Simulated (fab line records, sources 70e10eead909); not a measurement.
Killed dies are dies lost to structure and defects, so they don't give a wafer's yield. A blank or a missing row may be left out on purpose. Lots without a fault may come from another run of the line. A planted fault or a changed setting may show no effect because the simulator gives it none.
fab line records | flow nand_harc
record lots=24 wafers=72 last_day=33
route steps=1302 shown A_M0@1159 A_M1@1185 A_BONDPAD@1203
lots that met no fault: from a run of the same line without faults
start_h: hours from the record's first day to the start of the lot's first wafer shown | wait_h: hours since the lot's step before | " the same as in the row above | L1.1+2: a row that stands for several wafers | - no value, or no start given | * or withheld: withheld | < > ~ a bound
route shown NAME@n: a module of which the file shows steps, and the number in the route of the first | usual: mean/standard deviation of fault-free wafers | same: alike in all rows | chamber/n: place in a boat | sites: the reading at each site | _std_site: their standard deviation | _edge_site: outer sites' mean less inner sites' | radius_mm: how far each site lies from the wafer's centre | mask NAME#n: copy n | behind: the tool/chamber that last shaped the wafer | hold: why the lot was held/for how many hours/how that ended | device: the transistor (n, p or np) that didn't switch | end of line: the same wafers' tests at the end of the route | a step without rows: its recipe alone | killed: dies lost to structure and defects at the first sort, not the wafer's yield | map: a wafer's dies, x killed, . not, _ none there
set.NAME: the setting as run; set.NAME@STEP: as run at that earlier step | model.NAME: the simulator's own value behind a step, which no gauge read
steps of the route over a sample of lots; a table a step, a row a wafer
services: from which hour (start_h, from the record's first day; less than 0 if before it) a tool's chamber was out of use, for how many hours, and why
## steps
# step NHARC_A_M0_PVD_21
# recipe target_thk_a=300 chamber_pressure_pa=5 power_w=5000 substrate_temp_c=30 time_s=20.49 material=Cu
# usual throttle_valve_pct=30.0/0.9
# columns lot.wafer tool chamber start_h wait_h throttle_valve_pct
L074.1 pvd_sputter-03 - - - 31.1
L074.6 " - " " 31.2
L074.5 " - " " 30.7
L076.1 pvd_sputter-03 - - - 29.2
L076.3 " - " " 31.0
L076.6 " - " " 30.7
L075.3 pvd_sputter-03 - - - 30.4
L075.4 " - " " 31.3
L075.6 " - " " 31.4
L077.3 pvd_sputter-01 - - - 29.9
L077.4 " - " " 29.7
L077.6 " - " " 30.0
L078.1 pvd_sputter-03 - - - 30.8
L078.2 " - " " 29.3
L078.6 " - " " 30.8
L079.3 pvd_sputter-01 - - - 29.9
L079.2 " - " " 29.6
L079.6 " - " " 29.8
L081.3 pvd_sputter-01 - - - 30.2
L081.6 " - " " 29.2
L081.5 " - " " 28.0
L080.1 pvd_sputter-01 - - - 29.9
L080.4 " - " " 29.3
L080.2 " - " " 28.1
L083.2 pvd_sputter-02 - - - 30.2
L083.3 " - " " 27.6
L083.4 " - " " 30.4
L082.3 pvd_sputter-03 - - - 30.5
L082.6 " - " " 30.8
L082.5 " - " " 29.6
L084.3 pvd_sputter-02 - - - 27.6
L084.5 " - " " 27.9
L084.6 " - " " 30.3
L085.1 pvd_sputter-02 - - - 30.4
L085.2 " - " " 27.8
L085.6 " - " " 30.6
L086.4 pvd_sputter-01 - - - 29.1
L086.5 " - " " 27.9
L086.6 " - " " 30.7
L087.1 pvd_sputter-03 - - - 30.4
L087.4 " - " " 31.3
L087.6 " - " " 30.8
L088.3 pvd_sputter-02 - - - 29.9
L088.2 " - " " 30.2
L088.1 " - " " 30.1
L089.3 pvd_sputter-03 - - - 30.9
L089.5 " - " " 31.1
L089.6 " - " " 30.8
L091.3 pvd_sputter-02 - - - 28.7
L091.1 " - " " 29.9
L091.5 " - " " 30.5
L090.4 pvd_sputter-02 - - - 28.6
L090.3 " - " " 30.2
L090.6 " - " " 30.5
L092.4 pvd_sputter-03 - - - 30.4
L092.3 " - " " 31.3
L092.6 " - " " 29.4
L093.3 pvd_sputter-02 - - - 30.1
L093.4 " - " " 30.3
L093.5 " - " " 30.0
L094.1 pvd_sputter-03 - - - 29.4
L094.2 " - " " 30.6
L094.5 " - " " 29.5
L096.2 pvd_sputter-01 - - - 29.4
L096.3 " - " " 30.8
L096.5 " - " " 29.4
L097.3 pvd_sputter-03 - - - 29.6
L097.4 " - " " 30.4
L097.5 " - " " 29.4
L095.4 pvd_sputter-03 - - - 30.6
L095.6 " - " " 29.4
L095.5 " - " " 30.3
# step NHARC_A_M1_CD_MEAS_16
# usual cd_nm=120.1/0.8
# columns lot.wafer tool chamber start_h wait_h cd_nm
L074.1 cd_sem-01 - 522.03 - 120.2
L074.5 " - " " 119.6
L074.6 " - " " 120.2
L076.1 cd_sem-02 - 529.22 - 119.4
L076.3 " - " " 118.4
L076.6 " - " " 119.4
L075.3 cd_sem-03 - 542.30 - 119.0
L075.4 " - " " 118.9
L075.6 " - " " 119.8
L077.3 cd_sem-01 - 552.11 - 120.7
L077.4 " - " " 120.5
L077.6 " - " " 120.2
L078.1 cd_sem-01 - 552.74 - 120.8
L078.2 " - " " 119.9
L078.6 " - " " 120.4
L079.2 cd_sem-02 - 559.15 - 119.5
L079.3 " - " " 121.3
L079.6 " - " " 120.9
L081.3 cd_sem-01 - 598.26 - 120.2
L081.5 " - " " 120.3
L081.6 " - " " 119.1
L080.1 cd_sem-02 - 610.80 - 120.6
L080.2 " - " " 121.6
L080.4 " - " " 121.3
L083.2 cd_sem-02 - 617.35 - 121.0
L083.3 " - " " 120.4
L083.4 " - " " 121.0
L082.3 cd_sem-01 - 619.43 - 121.0
L082.5 " - " " 120.6
L082.6 " - " " 120.0
L084.3 cd_sem-03 - 622.70 - 120.6
L084.5 " - " " 120.2
L084.6 " - " " 120.7
L085.1 cd_sem-02 - 637.34 - 119.9
L085.2 " - " " 120.5
L085.6 " - " " 121.2
L086.4 cd_sem-01 - 650.54 - 122.0
L086.5 " - " " 121.5
L086.6 " - " " 120.9
L087.1 cd_sem-02 - 652.08 - 120.9
L087.4 " - " " 121.7
L087.6 " - " " 122.3
L088.1 cd_sem-02 - 668.32 - 119.8
L088.2 " - " " 119.1
L088.3 " - " " 119.2
L089.3 cd_sem-03 - 672.71 - 119.8
L089.5 " - " " 120.2
L089.6 " - " " 119.7
L091.1 cd_sem-01 - 678.02 - 120.3
L091.3 " - " " 119.4
L091.5 " - " " 120.3
L090.3 cd_sem-02 - 692.87 - 119.0
L090.4 " - " " 120.7
L090.6 " - " " 119.7
L092.3 cd_sem-01 - 704.34 - 118.6
L092.4 " - " " 120.9
L092.6 " - " " 120.2
L093.3 cd_sem-01 - 717.13 - 119.3
L093.4 " - " " 119.7
L093.5 " - " " 119.4
L094.1 cd_sem-01 - 745.15 - 119.5
L094.2 " - " " 119.3
L094.5 " - " " 119.3
L096.2 cd_sem-01 - 750.18 - 120.6
L096.3 " - " " 120.4
L096.5 " - " " 121.1
L097.3 cd_sem-01 - 751.05 - 120.6
L097.4 " - " " 120.2
L097.5 " - " " 119.9
L095.4 cd_sem-01 - 753.19 0.1 119.4
L095.5 " - " " 120.4
L095.6 " - " " 119.8
# step NHARC_A_M1_ETCH_28
# recipe target_depth_a=300 over_etch_frac=0.3 time_s=72.99 ion_energy_ev=150 cf4_flow_sccm=50 n2_flow_sccm=100 ar_flow_sccm=150 rf_w=300 bias_w=100 chemistry=CF4/N2
# usual drypump_motor_current_A=5.8/0.58 oes_product_au=1.003/0.01 rf_vpp_V=314.1/1.9 showerhead_plenum_p_Torr=2.62/0.11 throttle_valve_pct=19.794/0.0095
# columns lot.wafer tool chamber start_h wait_h drypump_motor_current_A oes_product_au rf_hours_counter_h rf_vpp_V showerhead_plenum_p_Torr throttle_valve_pct
L074.1 rie_diel-11 0 - - 5.7 1.006 2.9 312.5 2.55 19.796
L074.6 " 0 " " 5.7 1.001 - 314.0 2.55 19.766
L074.5 " 3 " " 5.2 1.006 - 313.0 2.56 19.781
L076.1 rie_diel-07 3 - - 6.4 0.988 1.4 311.8 2.51 19.786
L076.3 " 0 " " 5.1 1.001 1.8 316.5 2.80 19.792
L076.6 " 0 " " 5.1 0.988 - 317.4 2.80 19.774
L075.4 rie_diel-11 2 - - 5.1 1.006 2.2 313.4 2.61 19.785
L075.3 " 0 " " 5.7 1.007 3.5 311.7 2.55 19.791
L075.6 " 3 " " 5.1 1.014 - 314.1 2.56 19.806
L077.4 rie_diel-11 0 - - 5.7 1.005 4.2 312.6 2.55 19.786
L077.3 " 3 " " 5.1 0.992 4.2 313.6 2.56 19.794
L077.6 " 0 " " 5.7 1.016 - 313.3 2.55 19.790
L078.1 rie_diel-07 3 - - 6.4 1.002 2.1 311.8 2.51 19.805
L078.2 " 1 " " 5.6 1.002 2.6 312.7 2.52 19.782
L078.6 " 0 " " 5.1 0.991 - 316.5 2.80 19.778
L079.2 rie_diel-08 0 - - 5.7 0.999 0.8 315.6 2.64 19.804
L079.3 " 1 " " 5.2 1.003 1.2 316.1 2.76 19.805
L079.6 " 3 " " 6.9 1.011 - 315.0 2.71 19.775
L081.3 rie_diel-07 0 - - 5.1 1.005 4.8 316.7 2.80 19.800
L081.6 " 2 " " 6.0 1.004 - 315.7 2.69 19.811
L081.5 " 3 " " 6.4 1.011 - 312.4 2.51 19.798
L080.4 rie_diel-08 1 - - 5.2 1.001 3.9 317.0 2.76 19.795
L080.2 " 2 " " 6.2 1.014 3.2 311.5 2.48 19.817
L080.1 " 0 " " 5.7 0.996 3.9 314.0 2.64 19.805
L083.2 rie_diel-08 2 - - 6.2 1.012 3.4 311.4 2.48 19.792
L083.4 " 0 " " 5.7 0.993 4.1 315.8 2.64 19.791
L083.3 " 1 " " 5.2 1.000 4.1 315.4 2.76 19.809
L082.3 rie_diel-07 2 - - 6.0 1.008 6.5 314.9 2.69 19.776
L082.5 " 3 " " 6.4 1.007 - 312.9 2.51 19.804
L082.6 " 0 " " 5.1 0.998 - 318.7 2.80 19.801
L084.3 rie_diel-08 2 - - 6.2 1.017 3.9 311.7 2.48 19.790
L084.5 " 0 " " 5.7 0.990 - 314.8 2.64 19.798
L084.6 " 1 " " 5.1 1.000 - 316.3 2.76 19.804
L085.1 rie_diel-11 1 - - 5.9 0.999 0.4 310.9 2.47 19.790
L085.2 " 3 " " 5.2 0.990 0.6 314.0 2.56 19.788
L085.6 " 1 " " 5.9 0.997 - 310.9 2.47 19.791
L086.4 rie_diel-11 1 - - 5.9 0.987 1.0 313.5 2.47 19.789
L086.5 " 2 " " 5.1 1.007 - 314.1 2.61 19.790
L086.6 " 3 " " 5.2 0.988 - 312.2 2.56 19.805
L087.4 rie_diel-08 0 - - 5.7 0.994 6.1 314.6 2.64 19.798
L087.1 " 2 " " 6.2 1.023 5.1 312.2 2.48 19.795
L087.6 " 1 " " 5.2 0.990 - 315.2 2.76 19.784
L088.1 rie_diel-07 0 - - 5.1 0.998 0.2 317.1 2.80 19.790
L088.3 " 1 " " 5.6 1.017 0.2 312.9 2.52 19.802
L088.2 " 2 " " 6.0 0.994 0.2 314.9 2.69 19.778
L089.3 rie_diel-08 0 - - 5.7 0.994 6.8 315.2 2.64 19.795
L089.6 " 0 " " 5.7 0.993 - 314.4 2.64 19.784
L089.5 " 1 " " 5.2 0.995 - 317.0 2.76 19.803
L091.3 rie_diel-08 2 - - 6.2 1.010 6.5 310.9 2.48 19.802
L091.1 " 3 " " 6.8 1.013 6.2 314.7 2.71 19.798
L091.5 " 1 " " 5.2 0.994 - 315.6 2.76 19.812
L090.3 rie_diel-08 3 - - 6.9 1.022 7.6 315.2 2.71 19.800
L090.4 " 1 " " 5.2 0.992 8.0 314.7 2.76 19.799
L090.6 " 3 " " 6.8 1.031 - 315.1 2.71 19.794
L092.3 rie_diel-08 0 - - 5.7 1.003 9.0 315.0 2.63 19.793
L092.4 " 2 " " 6.2 1.003 7.8 311.9 2.48 19.803
L092.6 " 0 " " 5.7 0.991 - 312.5 2.63 19.799
L093.4 rie_diel-11 2 - - 5.1 1.013 2.7 314.2 2.61 19.793
L093.3 " 3 " " 5.2 0.996 2.9 313.2 2.56 19.780
L093.5 " 3 " " 5.2 0.991 - 312.6 2.56 19.785
L094.2 rie_diel-08 2 - - 6.2 0.998 0.6 310.8 2.48 19.797
L094.1 " 3 " " 6.8 0.997 0.6 315.2 2.71 19.796
L094.5 " 0 " " 5.7 1.011 - 313.4 2.63 19.772
L096.2 rie_diel-08 3 - - 6.8 1.003 0.6 316.0 2.71 19.776
L096.3 " 1 " " 5.2 0.996 0.9 316.0 2.76 19.804
L096.5 " 3 " " 6.8 1.005 - 315.4 2.71 19.799
L097.4 rie_diel-08 0 - - 5.7 1.013 1.1 314.6 2.63 19.781
L097.3 " 3 " " 6.8 1.012 0.8 315.3 2.71 19.797
L097.5 " 0 " " 5.7 1.011 - 314.5 2.63 19.792
L095.6 rie_diel-08 3 - - 6.8 1.003 - 315.7 2.71 19.789
L095.4 " 1 " " 5.2 0.997 - 315.8 2.76 19.792
L095.5 " 2 " " 6.2 0.998 - 311.6 2.48 19.794
# step NHARC_A_M1_PRE_CLEAN_30
# recipe time_s=30 temp_c=280 gas=H2/He
# usual heater_power_w=405/44
# columns lot.wafer tool chamber start_h wait_h heater_power_w
L074.1 pvd_sputter-03 - - - 475
L074.6 " - " " 373
L074.5 " - " " 485
L076.1 pvd_sputter-02 - - - 388
L076.3 " - " " 488
L076.6 " - " " 384
L075.4 pvd_sputter-01 - - - 454
L075.3 " - " " 381
L075.6 " - " " 451
L077.3 pvd_sputter-01 - - - 444
L077.4 " - " " 494
L077.6 " - " " 439
L078.2 pvd_sputter-02 - - - 479
L078.1 " - " " 345
L078.6 " - " " 387
L079.3 pvd_sputter-01 - - - 475
L079.2 " - " " 376
L079.6 " - " " 395
L081.3 pvd_sputter-03 - - - 375
L081.5 " - " " 367
L081.6 " - " " 450
L080.1 pvd_sputter-02 - - - 484
L080.4 " - " " 351
L080.2 " - " " 378
L083.2 pvd_sputter-03 - - - 360
L083.3 " - " " 384
L083.4 " - " " 363
L082.3 pvd_sputter-03 - - - 375
L082.5 " - " " 380
L082.6 " - " " 360
L084.3 pvd_sputter-01 - - - 416
L084.6 " - " " 454
L084.5 " - " " 422
L085.2 pvd_sputter-03 - - - 371
L085.1 " - " " 357
L085.6 " - " " 370
L086.4 pvd_sputter-02 - - - 376
L086.5 " - " " 354
L086.6 " - " " 358
L087.1 pvd_sputter-02 - - - 382
L087.4 " - " " 451
L087.6 " - " " 373
L088.1 pvd_sputter-01 - - - 425
L088.3 " - " " 437
L088.2 " - " " 420
L089.3 pvd_sputter-03 - - - 350
L089.6 " - " " 388
L089.5 " - " " 360
L091.3 pvd_sputter-03 - - - 353
L091.1 " - " " 372
L091.5 " - " " 362
L090.4 pvd_sputter-01 - - - 456
L090.3 " - " " 409
L090.6 " - " " 425
L092.4 pvd_sputter-01 - - - 424
L092.3 " - " " 417
L092.6 " - " " 414
L093.3 pvd_sputter-02 - - - 379
L093.4 " - " " 359
L093.5 " - " " 384
L094.2 pvd_sputter-03 - - - 391
L094.1 " - " " 438
L094.5 " - " " 359
L096.3 pvd_sputter-02 - - - 467
L096.2 " - " " 379
L096.5 " - " " 349
L097.3 pvd_sputter-03 - - - 404
L097.4 " - " " 367
L097.5 " - " " 393
L095.4 pvd_sputter-02 - - - 393
L095.6 " - " " 361
L095.5 " - " " 379
# step NHARC_A_M1_CMP_23
# recipe t_overpolish_s=20 target_thk_nm=154.34
# usual motor_current_A=11.7/1.1 time_to_endpoint_s=28.8/2.3
# columns lot.wafer tool chamber start_h wait_h motor_current_A time_to_endpoint_s
L074.1 cmp-02 3 523.95 - 11.7 27.6
L074.5 " 1 " " 10.1 26.9
L074.6 " 2 " " 12.3 31.3
L076.1 cmp-02 2 531.02 - 12.3 30.6
L076.3 " 0 " " 12.4 28.8
L076.6 " 3 " " 12.0 26.3
L075.3 cmp-02 3 544.13 - 11.4 28.7
L075.4 " 1 " " 9.3 30.1
L075.6 " 3 " " 11.9 26.5
L077.4 cmp-02 0 553.94 - 13.0 32.5
L077.3 " 1 " " 9.1 30.9
L077.6 " 0 " " 12.3 30.5
L078.1 cmp-02 2 554.54 - 12.6 30.7
L078.2 " 0 " " 12.6 33.4
L078.6 " 3 " " 12.1 27.7
L079.2 cmp-02 0 560.97 - 12.5 31.6
L079.3 " 2 " " 12.7 34.7
L079.6 " 0 " " 12.1 28.7
L081.3 cmp-01 3 600.10 - 13.9 26.8
L081.6 " 3 " " 13.2 26.3
L081.5 " 0 " " 10.8 32.0
L080.4 cmp-01 0 612.60 - 11.4 32.1
L080.1 " 2 " " 12.1 28.1
L080.2 " 3 " " 13.7 25.7
L083.3 cmp-01 1 619.14 - 11.1 29.3
L083.4 " 2 " " 12.2 27.4
L083.2 " 3 " " 12.7 25.3
L082.3 cmp-03 0 621.32 - 11.2 31.2
L082.5 " 2 " " 12.4 25.9
L082.6 " 3 " " 12.2 27.8
L084.3 cmp-01 2 624.60 - 12.2 26.6
L084.6 " 0 " " 10.9 29.3
L084.5 " 1 " " 10.6 27.7
L085.1 cmp-01 0 639.31 - 11.4 28.5
L085.2 " 1 " " 10.9 29.0
L085.6 " 0 " " 11.0 29.0
L086.4 cmp-02 0 652.35 - 12.2 28.9
L086.5 " 0 " " 12.7 27.3
L086.6 " 1 " " 10.0 26.4
L087.4 cmp-02 1 653.91 - 9.3 26.2
L087.1 " 3 " " 11.5 25.1
L087.6 " 1 " " 10.1 26.6
L088.1 cmp-01 0 670.16 - 11.7 31.2
L088.3 " 2 " " 11.6 24.5
L088.2 " 3 " " 13.3 25.6
L089.3 cmp-01 0 674.59 - 10.9 29.6
L089.6 " 3 " " 13.8 22.9
L089.5 " 0 " " 12.1 29.4
L091.3 cmp-02 1 679.85 - 9.1 27.1
L091.1 " 3 " " 11.6 26.1
L091.5 " 2 " " 12.6 28.1
L090.4 cmp-02 0 694.68 - 12.8 28.8
L090.3 " 1 " " 9.4 29.3
L090.6 " 3 " " 11.9 26.9
L092.3 cmp-01 3 706.15 - 12.7 26.7
L092.4 " 1 " " 11.3 30.8
L092.6 " 2 " " 11.6 30.3
L093.3 cmp-01 0 718.96 - 11.2 31.8
L093.4 " 3 " " 13.3 25.9
L093.5 " 1 " " 10.9 32.3
L094.2 cmp-02 1 746.97 - 9.0 28.9
L094.1 " 2 " " 13.0 30.6
L094.5 " 0 " " 13.0 30.7
L096.2 cmp-02 1 752.16 - 9.9 26.8
L096.3 " 3 " " 11.6 26.4
L096.5 " 0 " " 12.8 29.6
L097.4 cmp-01 0 752.92 - 11.1 32.2
L097.3 " 1 " " 11.5 28.4
L097.5 " 3 " " 14.0 26.2
L095.4 cmp-03 2 755.16 - 12.6 28.5
L095.5 " 3 " " 12.0 27.5
L095.6 " 0 " " 11.2 31.0
# step NHARC_A_BONDPAD_CMP_29
# recipe target_thk_nm=200 material=SiCN
# usual motor_current_A=11.8/0.88
# columns lot.wafer tool chamber start_h wait_h motor_current_A
L074.1 cmp-02 0 525.51 - 12.9
L074.5 " 2 " " 12.0
L074.6 " 3 " " 11.7
L076.3 cmp-04 2 532.62 - 11.1
L076.1 " 3 " " 12.3
L076.6 " 1 " " 11.7
L075.4 cmp-03 3 545.69 - 11.9
L075.3 " 2 " " 12.5
L075.6 " 3 " " 12.0
L077.3 cmp-02 3 555.52 - 12.2
L077.4 " 1 " " 9.2
L077.6 " 3 " " 11.8
L078.1 cmp-04 1 556.13 - 12.3
L078.2 " 3 " " 12.7
L078.6 " 2 " " 10.6
L079.2 cmp-02 3 562.55 - 11.6
L079.3 " 1 " " 9.5
L079.6 " 3 " " 12.1
L081.3 cmp-02 2 601.74 - 12.5
L081.5 " 0 " " 12.0
L081.6 " 1 " " 10.0
L080.2 cmp-03 1 614.18 - 12.7
L080.1 " 2 " " 12.0
L080.4 " 0 " " 11.6
L083.2 cmp-02 3 620.74 - 10.8
L083.3 " 1 " " 10.0
L083.4 " 2 " " 13.5
L082.3 cmp-03 3 622.87 - 11.6
L082.6 " 3 " " 11.7
L082.5 " 0 " " 10.7
L084.3 cmp-04 1 626.19 - 12.1
L084.6 " 2 " " 11.8
L084.5 " 3 " " 12.2
L085.1 cmp-04 1 641.43 - 12.7
L085.2 " 3 " " 11.8
L085.6 " 1 " " 11.9
L086.4 cmp-04 1 653.98 - 12.2
L086.5 " 3 " " 12.7
L086.6 " 0 " " 11.1
L087.1 cmp-02 0 655.47 - 12.4
L087.4 " 2 " " 12.1
L087.6 " 0 " " 12.2
L088.1 cmp-03 3 671.79 - 11.8
L088.3 " 0 " " 11.1
L088.2 " 1 " " 12.8
L089.3 cmp-04 1 676.22 - 11.7
L089.6 " 3 " " 11.8
L089.5 " 0 " " 11.7
L091.3 cmp-03 2 681.58 - 12.0
L091.1 " 3 " " 11.3
L091.5 " 1 " " 12.5
L090.4 cmp-02 3 696.23 - 11.6
L090.3 " 2 " " 13.0
L090.6 " 3 " " 11.0
L092.4 cmp-02 3 707.71 - 11.6
L092.3 " 0 " " 12.8
L092.6 " 0 " " 12.3
L093.3 cmp-02 3 720.58 - 11.8
L093.4 " 0 " " 12.8
L093.5 " 3 " " 12.3
L094.2 cmp-02 0 748.58 - 13.2
L094.1 " 1 " " 9.7
L094.5 " 3 " " 11.7
L096.2 cmp-02 0 753.72 - 13.2
L096.3 " 3 " " 11.6
L096.5 " 0 " " 12.5
L097.3 cmp-03 0 754.61 - 10.7
L097.4 " 2 " " 11.8
L097.5 " 3 " " 11.8
L095.4 cmp-03 0 756.78 - 11.0
L095.6 " 1 " " 12.9
L095.5 " 2 " " 12.6
## services
# columns tool chamber start_h hours kind
cmp-01 - 498.05 0.9 repair
pvd_sputter-02 - 516.81 4.4 repair
cmp-02 - 526.50 4.0 pm
pvd_sputter-03 - 527.66 10.0 pm
rie_diel-08 - 544.94 9.0 pm
pvd_sputter-03 - 550.24 2.5 repair
cmp-01 - 550.88 32.5 repair
pvd_sputter-01 - 582.00 10.0 pm
cmp-01 - 583.38 4.0 pm
cmp-02 - 602.03 0.9 repair
cmp-02 - 624.50 4.0 pm
pvd_sputter-01 - 626.25 14.6 repair
pvd_sputter-03 - 636.28 0.8 repair
pvd_sputter-02 - 638.00 10.0 pm
cmp-02 - 645.21 0.5 repair
rie_diel-08 - 647.97 0.5 repair
cmp-02 - 659.95 1.8 repair
rie_diel-08 3 668.90 8.3 repair
pvd_sputter-03 - 705.66 10.0 pm
rie_diel-08 0 710.43 8.2 repair
rie_diel-08 - 715.64 0.8 repair
rie_diel-08 - 721.94 9.0 pm
cmp-02 - 722.50 4.0 pm
rie_diel-08 0 752.03 5.2 repair
## key
fault none
